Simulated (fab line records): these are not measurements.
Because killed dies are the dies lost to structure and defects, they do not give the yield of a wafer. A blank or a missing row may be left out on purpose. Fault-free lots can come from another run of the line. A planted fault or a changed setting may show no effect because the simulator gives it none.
Split-lot trial / flow n5_finfet / route with 1938 steps; 7 lots, 21 wafers read

== ON THE SPLIT ==
At N5_BEOL_M5_COAT_66 (time 60 s, resist thk 12 nm), the setting spin_rpm was moved away from the recipe's 1500 rpm on 9 of the 21 wafers read, by -9.7% to +11.0%. For the rest of the wafers, this setting stayed at what the recipe calls for.

== FROM THE SPLIT TO THE READING: what the file shows between them, 6 steps ==
- N5_BEOL_M5_EXPOSE_25: exposes mask V4, defocus 10 nm (also split here: dose_mj)
- N5_BEOL_M5_PEB_26: peb time 60 s
- N5_BEOL_M5_DEVELOP_27: develop time 30 s
- N5_BEOL_M5_DESCUM_33: chemistry O2, time 7 s
- N5_BEOL_M5_ETCH_75: etches underlayer in N2/H2, target depth 6.5 nm, time 5.2 s
- N5_BEOL_M5_ETCH_67: etches SiARC in CF4, target depth 15.6 nm, time 26 s

== THE READING ==
SiARC_of_BEOL_M5_COAT_66.thk_nm (the simulator's own value, which no gauge read), in nm, at N5_BEOL_M5_ETCH_68 (etches SOC in N2/H2, target depth 80 nm, overetch 16 nm, time 120 s). The file does not state a usual value for it. Across the 12 wafers here that went through the recipe, the average is 6.5 nm and the standard deviation 0.12 nm.

wafer=L075.1; tool, chamber at the split=litho_track-01, 0; spin_rpm as run, rpm=1665; against the recipe=+11.0%; SiARC_of_BEOL_M5_COAT_66.thk_nm, nm=6; against lot-mates on the recipe=-0.4
wafer=L075.4; tool, chamber at the split=litho_track-01, 0; spin_rpm as run, rpm=1500; against the recipe=recipe; SiARC_of_BEOL_M5_COAT_66.thk_nm, nm=6.4; against lot-mates on the recipe=-
wafer=L075.6; tool, chamber at the split=litho_track-01, 0; spin_rpm as run, rpm=1665; against the recipe=+11.0%; SiARC_of_BEOL_M5_COAT_66.thk_nm, nm=5.8; against lot-mates on the recipe=-0.6
wafer=L079.1; tool, chamber at the split=litho_track-02, 0; spin_rpm as run, rpm=1354; against the recipe=-9.7%; SiARC_of_BEOL_M5_COAT_66.thk_nm, nm=7.2; against lot-mates on the recipe=+0.6
wafer=L079.2; tool, chamber at the split=litho_track-02, 0; spin_rpm as run, rpm=1500; against the recipe=recipe; SiARC_of_BEOL_M5_COAT_66.thk_nm, nm=6.6; against lot-mates on the recipe=-
wafer=L079.5; tool, chamber at the split=litho_track-02, 0; spin_rpm as run, rpm=1500; against the recipe=recipe; SiARC_of_BEOL_M5_COAT_66.thk_nm, nm=6.6; against lot-mates on the recipe=-
wafer=L084.3; tool, chamber at the split=litho_track-01, 0; spin_rpm as run, rpm=1500; against the recipe=recipe; SiARC_of_BEOL_M5_COAT_66.thk_nm, nm=6.6; against lot-mates on the recipe=-
wafer=L084.4; tool, chamber at the split=litho_track-01, 0; spin_rpm as run, rpm=1373; against the recipe=-8.5%; SiARC_of_BEOL_M5_COAT_66.thk_nm, nm=7; against lot-mates on the recipe=+0.4
wafer=L084.6; tool, chamber at the split=litho_track-01, 0; spin_rpm as run, rpm=1373; against the recipe=-8.5%; SiARC_of_BEOL_M5_COAT_66.thk_nm, nm=7.2; against lot-mates on the recipe=+0.6
wafer=L085.2; tool, chamber at the split=litho_track-02, 0; spin_rpm as run, rpm=1415; against the recipe=-5.7%; SiARC_of_BEOL_M5_COAT_66.thk_nm, nm=6.8; against lot-mates on the recipe=+0.2
wafer=L085.5; tool, chamber at the split=litho_track-02, 0; spin_rpm as run, rpm=1415; against the recipe=-5.7%; SiARC_of_BEOL_M5_COAT_66.thk_nm, nm=6.8; against lot-mates on the recipe=+0.2
wafer=L085.6; tool, chamber at the split=litho_track-02, 0; spin_rpm as run, rpm=1500; against the recipe=recipe; SiARC_of_BEOL_M5_COAT_66.thk_nm, nm=6.6; against lot-mates on the recipe=-
wafer=L086.2; tool, chamber at the split=litho_track-03, 0; spin_rpm as run, rpm=1500; against the recipe=recipe; SiARC_of_BEOL_M5_COAT_66.thk_nm, nm=6.6; against lot-mates on the recipe=-
wafer=L086.3; tool, chamber at the split=litho_track-03, 0; spin_rpm as run, rpm=1426; against the recipe=-4.9%; SiARC_of_BEOL_M5_COAT_66.thk_nm, nm=6.8; against lot-mates on the recipe=+0.2
wafer=L086.5; tool, chamber at the split=litho_track-03, 0; spin_rpm as run, rpm=1426; against the recipe=-4.9%; SiARC_of_BEOL_M5_COAT_66.thk_nm, nm=6.8; against lot-mates on the recipe=+0.2
wafer=L088.2; tool, chamber at the split=litho_track-03, 0; spin_rpm as run, rpm=1500; against the recipe=recipe; SiARC_of_BEOL_M5_COAT_66.thk_nm, nm=6.6; against lot-mates on the recipe=-
wafer=L088.3; tool, chamber at the split=litho_track-03, 0; spin_rpm as run, rpm=1500; against the recipe=recipe; SiARC_of_BEOL_M5_COAT_66.thk_nm, nm=6.2; against lot-mates on the recipe=-
wafer=L088.4; tool, chamber at the split=litho_track-03, 0; spin_rpm as run, rpm=1500; against the recipe=recipe; SiARC_of_BEOL_M5_COAT_66.thk_nm, nm=6.6; against lot-mates on the recipe=-
wafer=L090.2; tool, chamber at the split=litho_track-02, 0; spin_rpm as run, rpm=1500; against the recipe=recipe; SiARC_of_BEOL_M5_COAT_66.thk_nm, nm=6.6; against lot-mates on the recipe=-
wafer=L090.6; tool, chamber at the split=litho_track-02, 0; spin_rpm as run, rpm=1500; against the recipe=recipe; SiARC_of_BEOL_M5_COAT_66.thk_nm, nm=6.6; against lot-mates on the recipe=-
wafer=L090.4; tool, chamber at the split=litho_track-02, 0; spin_rpm as run, rpm=1500; against the recipe=recipe; SiARC_of_BEOL_M5_COAT_66.thk_nm, nm=6.6; against lot-mates on the recipe=-

THE FIT
A straight line over all 21 wafers: SiARC_of_BEOL_M5_COAT_66.thk_nm changes by -0.0596 nm for each +1% of spin_rpm; r = -0.95; the points scatter about the line by 0.11 nm.
The same after taking each lot's own level away (the mean of its wafers on the recipe; 21 wafers): -0.0496 nm for each +1%; r = -0.94; scatter 0.1 nm.
That fit puts the effect of the largest move of spin_rpm on the reading at 0.55 nm.
The lots' own levels span 6.40 to 6.60 nm, that is 1.7 times the standard deviation above.
So the lot-to-lot level changes the slope: the two fits differ.
Check: -0.604 nm against its lot-mates is what the line predicts for one of the wafers moved furthest among these (+11.0%) when that wafer is left out of the fit. Against them it came out at -0.4 nm.

== OTHER SPLITS APPLIED TO THESE WAFERS ==
These wafers also went through other splits before the reading. Each is held against what the fit with the lots' levels taken away leaves over:
other split on the same wafers=N5_BEOL_M2_TRENCH_ETCH_37 time_s; wafers away from the commonest value=6; r with SiARC_of_BEOL_M5_COAT_66.thk_nm (lot level and that fit taken away)=+0.04
other split on the same wafers=N5_BEOL_M3_EXPOSE_25 dose_mj; wafers away from the commonest value=8; r with SiARC_of_BEOL_M5_COAT_66.thk_nm (lot level and that fit taken away)=-0.15
other split on the same wafers=N5_BEOL_M3_TRENCH_ETCH_37 time_s; wafers away from the commonest value=4; r with SiARC_of_BEOL_M5_COAT_66.thk_nm (lot level and that fit taken away)=-0.39
other split on the same wafers=N5_BEOL_M3_ETCH_41 target_depth_a; wafers away from the commonest value=6; r with SiARC_of_BEOL_M5_COAT_66.thk_nm (lot level and that fit taken away)=+0.04
other split on the same wafers=N5_BEOL_M5_EXPOSE_25 dose_mj; wafers away from the commonest value=5; r with SiARC_of_BEOL_M5_COAT_66.thk_nm (lot level and that fit taken away)=+0.19

== THE WHOLE CHAIN: every reading that the file lists as answering this split, in the file's order ==
step=N5_BEOL_M5_COAT_66; what it does=time 60 s, resist thk 12 nm; reading=SiARC_of_BEOL_M5_COAT_66.thk_nm (the simulator's own value, which no gauge read); change (the file's fit)=-0.0633 nm for each +1% of the setting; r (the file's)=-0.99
step=N5_BEOL_M5_ETCH_67; what it does=etches SiARC in CF4, target depth 15.6 nm, time 26 s; reading=etch.depth_nm (the simulator's own value, which no gauge read); change (the file's fit)=-0.0602 nm for each +1% of the setting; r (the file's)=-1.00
step=N5_BEOL_M5_ETCH_67; what it does=etches SiARC in CF4, target depth 15.6 nm, time 26 s; reading=CAR-EUV_of_BEOL_M5_COAT_22.thk_nm (the simulator's own value, which no gauge read); change (the file's fit)=+0.0481 nm for each +1% of the setting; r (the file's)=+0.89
step=N5_BEOL_M5_ETCH_68; what it does=etches SOC in N2/H2, target depth 80 nm, overetch 16 nm, time 120 s; reading=SiARC_of_BEOL_M5_COAT_66.thk_nm (the simulator's own value, which no gauge read); change (the file's fit)=-0.0515 nm for each +1% of the setting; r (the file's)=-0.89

== FILE'S OWN FIT ==
SiARC_of_BEOL_M5_COAT_66.thk_nm changes by -0.0515 nm for each +1% of spin_rpm, r = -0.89.
